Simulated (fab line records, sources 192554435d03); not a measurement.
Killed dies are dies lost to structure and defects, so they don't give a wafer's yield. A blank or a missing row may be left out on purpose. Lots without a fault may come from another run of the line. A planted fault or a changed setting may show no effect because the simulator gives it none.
Which tool did it? | flow n5_finfet | 10 lots, 30 wafers sampled, at 5 steps of a route of 1938

WHAT THE GAUGES READ, wafer by wafer
N5_MOL_CONTACT_COAG_INSPECT_97: inspects for defects (darkfield).
lot  | measured     | on                | raw_defect_count
L648 | day 6 07:08  | defect_inspect-02 | 64 35 47
L650 | day 6 11:29  | defect_inspect-01 | 27 24 34
L651 | day 6 14:37  | defect_inspect-01 | 18 31 29
L647 | day 6 17:34  | defect_inspect-02 | 51 29 41
L652 | day 6 17:38  | defect_inspect-01 | 19 21 19
L658 | day 8 04:20  | defect_inspect-01 | 23 22 37
L660 | day 8 22:19  | defect_inspect-01 | 45 24 28
L665 | day 9 23:09  | defect_inspect-01 | 42 46 44
L667 | day 10 09:52 | defect_inspect-01 | 69 62 55
L670 | day 11 10:23 | defect_inspect-02 | 29 40 30

N5_BEOL_M4_RC_MEAS_101.
lot  | measured     | on        | DIBL_N (mV/V)  | DIBL_P (mV/V)  | IOFF_N (nA/um) | IOFF_P (nA/um) | ION_N (uA/um) | ION_P (uA/um) | SS_N (mV/dec)  | SS_P (mV/dec)  | VT_N (mV)         | VT_P (mV)
L648 | day 9 01:41  | prober-02 | 37.2 34.4 36.1 | 37.9 34.7 36.9 | 0.19 0.15 0.16 | 0.27 0.20 0.24 | 674 675 679   | 466 464 473   | 71.7 72.2 72.1 | 73.9 72.8 74.3 | 244.5 250.0 250.0 | -245 -248 -245
L650 | day 8 22:56  | prober-02 | 38.7 35.8 34.1 | 40.6 36.7 33.8 | 0.22 0.14 0.12 | 0.26 0.18 0.15 | 701 676 667   | 473 455 454   | 72.0 71.4 71.0 | 74.6 73.2 72.5 | 242.9 251.4 251.3 | -248 -256 -256
L651 | day 9 10:14  | prober-02 | 36.0 37.9 35.0 | 36.5 39.2 35.4 | 0.17 0.21 0.15 | 0.24 0.29 0.21 | 691 684 684   | 468 471 469   | 71.0 71.7 70.8 | 73.2 74.4 73.2 | 248.1 245.2 249.1 | -247 -246 -249
L647 | day 9 21:03  | prober-02 | 37.9 38.6 38.9 | 37.9 38.6 40.7 | 0.17 0.19 0.21 | 0.20 0.22 0.26 | 671 677 713   | 454 459 480   | 72.0 72.0 71.7 | 73.3 73.4 73.4 | 250.8 247.7 244.9 | -250 -249 -249
L652 | day 10 00:26 | prober-02 | 37.3 39.4 37.5 | 37.8 38.5 36.9 | 0.18 0.21 0.18 | 0.23 0.24 0.22 | 690 693 689   | 467 462 468   | 71.9 72.3 71.6 | 74.0 74.5 73.8 | 246.8 245.6 246.4 | -249 -248 -249
L658 | day 11 00:59 | prober-01 | 38.3 37.0 35.7 | 38.8 36.4 34.3 | 0.17 0.16 0.14 | 0.24 0.21 0.17 | 671 691 672   | 463 468 457   | 71.8 71.1 71.4 | 75.1 73.4 72.9 | 250.1 248.5 251.5 | -246 -252 -251
L660 | day 12 19:37 | prober-02 | 38.4 40.1 35.5 | 37.8 40.3 35.3 | 0.18 0.21 0.12 | 0.22 0.27 0.19 | 676 688 671   | 461 474 467   | 70.8 71.5 70.7 | 73.7 74.3 73.8 | 247.8 247.0 252.9 | -251 -247 -252
L665 | day 12 22:56 | prober-01 | 33.3 34.7 34.8 | 35.1 36.7 38.0 | 0.13 0.14 0.15 | 0.18 0.21 0.23 | 675 682 678   | 461 465 470   | 70.6 70.8 71.7 | 73.1 72.9 74.3 | 252.0 249.0 249.5 | -251 -250 -248
L667 | day 14 01:49 | prober-02 | 35.7 35.8 37.6 | 35.8 34.0 37.0 | 0.15 0.15 0.17 | 0.21 0.19 0.22 | 669 673 674   | 465 461 468   | 71.6 72.0 72.0 | 73.1 72.5 73.2 | 250.2 251.8 251.1 | -251 -252 -249
L670 | day 14 13:47 | prober-02 | 40.8 35.2 37.1 | 40.8 34.0 36.9 | 0.27 0.13 0.18 | 0.34 0.20 0.25 | 703 677 679   | 477 463 467   | 73.1 72.0 71.7 | 74.0 72.0 73.6 | 242.1 251.3 248.0 | -241 -248 -244

WHICH TOOL RAN EACH LOT (tool, then ch and the chambers of the sampled wafers, then the start)
lot  | N5_MOL_CONTACT_COAG_STRIP_49         | N5_MOL_CONTACT_COAG_CVD_140   | N5_BEOL_M0_SAQP_COAT_82
L648 | plasma_asher-01 ch 0,1, day 6 00:19  | cvd_w-01 ch 0,1, day 6 00:35  | litho_track-05 ch 0, day 6 08:08
L650 | plasma_asher-02 ch 1, day 6 07:31    | cvd_w-02 ch 0,1, day 6 07:49  | litho_track-04 ch 0, day 6 12:22
L651 | plasma_asher-02 ch 0,1, day 6 10:39  | cvd_w-01 ch 0,1, day 6 10:59  | litho_track-01 ch 0, day 6 18:12
L647 | plasma_asher-01 ch 0,1, day 6 12:38  | cvd_w-02 ch 0,1, day 6 12:55  | litho_track-04 ch 0, day 6 19:11
L652 | plasma_asher-01 ch 0,1, day 6 12:56  | cvd_w-01 ch 0,1, day 6 13:17  | litho_track-01 ch 0, day 6 19:17
L658 | plasma_asher-02 ch 0,1, day 8 00:20  | cvd_w-01 ch 1, day 8 00:37    | litho_track-01 ch 0, day 8 05:31
L660 | plasma_asher-01 ch 1, day 8 18:22    | cvd_w-02 ch 0, day 8 18:39    | litho_track-01 ch 0, day 9 01:01
L665 | plasma_asher-02 ch 0,1, day 9 16:58  | cvd_w-01 ch 0,1, day 9 17:19  | litho_track-05 ch 0, day 10 00:40
L667 | plasma_asher-02 ch 0,1, day 10 05:55 | cvd_w-01 ch 0,1, day 10 06:12 | litho_track-05 ch 0, day 10 15:59
L670 | plasma_asher-02 ch 0,1, day 11 06:24 | cvd_w-02 ch 0,1, day 11 06:41 | litho_track-05 ch 0, day 11 13:11
- N5_MOL_CONTACT_COAG_STRIP_49: strips in N2/H2, time 30 s.
- N5_MOL_CONTACT_COAG_CVD_140: deposits W, target thk 66.5 nm, time 215 s.
- N5_BEOL_M0_SAQP_COAT_82: time 60 s, resist thk 30 nm.

WHAT THE TOOLS THEMSELVES READ (means of the sampled wafers that have a number; where no wafer has one, the mark that the record gives instead)
N5_MOL_CONTACT_COAG_STRIP_49.
lot  | tool            | drypump_motor_current_A (A) | h2_flow_sccm (sccm) | heater_power_w (W)
L648 | plasma_asher-01 | 5.9                         | 3255                | 327
L650 | plasma_asher-02 | 5.2                         | 3258                | 400
L651 | plasma_asher-02 | 5.6                         | 3251                | 404
L647 | plasma_asher-01 | 5.8                         | 3249                | 306
L652 | plasma_asher-01 | 5.8                         | 3247                | 308
L658 | plasma_asher-02 | 5.9                         | 3243                | 397
L660 | plasma_asher-01 | 6.0                         | 3249                | 339
L665 | plasma_asher-02 | 5.6                         | 3243                | 397
L667 | plasma_asher-02 | 5.6                         | 3256                | 395
L670 | plasma_asher-02 | 5.9                         | 3254                | 395

N5_MOL_CONTACT_COAG_CVD_140.
lot  | tool     | heater_power_w (W)
L648 | cvd_w-01 | 461
L650 | cvd_w-02 | 466
L651 | cvd_w-01 | 427
L647 | cvd_w-02 | 475
L652 | cvd_w-01 | 429
L658 | cvd_w-01 | 489
L660 | cvd_w-02 | 455
L665 | cvd_w-01 | 434
L667 | cvd_w-01 | 460
L670 | cvd_w-02 | 483

N5_BEOL_M0_SAQP_COAT_82.
lot  | tool           | heater_power_total_W (W) | run_length_s (s)
L648 | litho_track-05 | 429.2                    | 66.24
L650 | litho_track-04 | 428.0                    | 66.58
L651 | litho_track-01 | 429.7                    | 66.15
L647 | litho_track-04 | 426.9                    | 66.48
L652 | litho_track-01 | 427.1                    | 65.98
L658 | litho_track-01 | 494.1                    | 53.25
L660 | litho_track-01 | 493.6                    | 53.27
L665 | litho_track-05 | 428.8                    | 66.13
L667 | litho_track-05 | 428.1                    | 66.10
L670 | litho_track-05 | 425.3                    | 66.07

THE ANSWER, worked out from the rows above alone
Rule: what is usual is taken from the lots themselves. Put in order of their means at a reading, lots are off if they are a third of the lots or fewer, leave a main group of 4 or more, and stand apart from it by a gap of 3 or more times the standard deviation of the main group's means; of several such gaps the widest counts. A main group whose means are all the same, to the digits that the tables above print for the reading, isn't used. A lot without any number at a reading at which 4 lots or more have one is off too. The other lots that the step has rows for count as sound. The gauges are gone through in route order, then the tools' own readings, and for those a lot's mean is taken as printed above. The first step at which some lot is off is used, and at that step the reading that is off furthest; a lot without a number counts as furthest.
Off: L658, L660, at N5_BEOL_M0_SAQP_COAT_82 (run_length_s). The main group: mean 66.22 s, standard deviation 0.2.
A tool fits if, at that step or a process step before it, it ran every lot that is off, and no sound lot after the first of them. One fits: litho_track-01 at N5_BEOL_M0_SAQP_COAT_82. Its last sound lot is L652 (day 6 19:17), its first lot that is off L658 (day 8 05:31): a fault that began between those two fits.
The tool's own readings at N5_BEOL_M0_SAQP_COAT_82 bear it out: on the lots that are off they differ by more than 5 times the standard deviation of the sound lots' means. heater_power_total_W reads 493.9 W there against 427.9 W on the sound lots; run_length_s reads 53.26 s there against 66.22 s on the sound lots.

WHAT THE SIMULATOR HAD PUT IN
Process parameter drift: litho_track-01, from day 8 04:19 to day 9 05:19, at N5_BEOL_M0_SAQP_COAT_82. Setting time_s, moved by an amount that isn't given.
Lots struck among those shown: L658, L660. The rule above found the same.
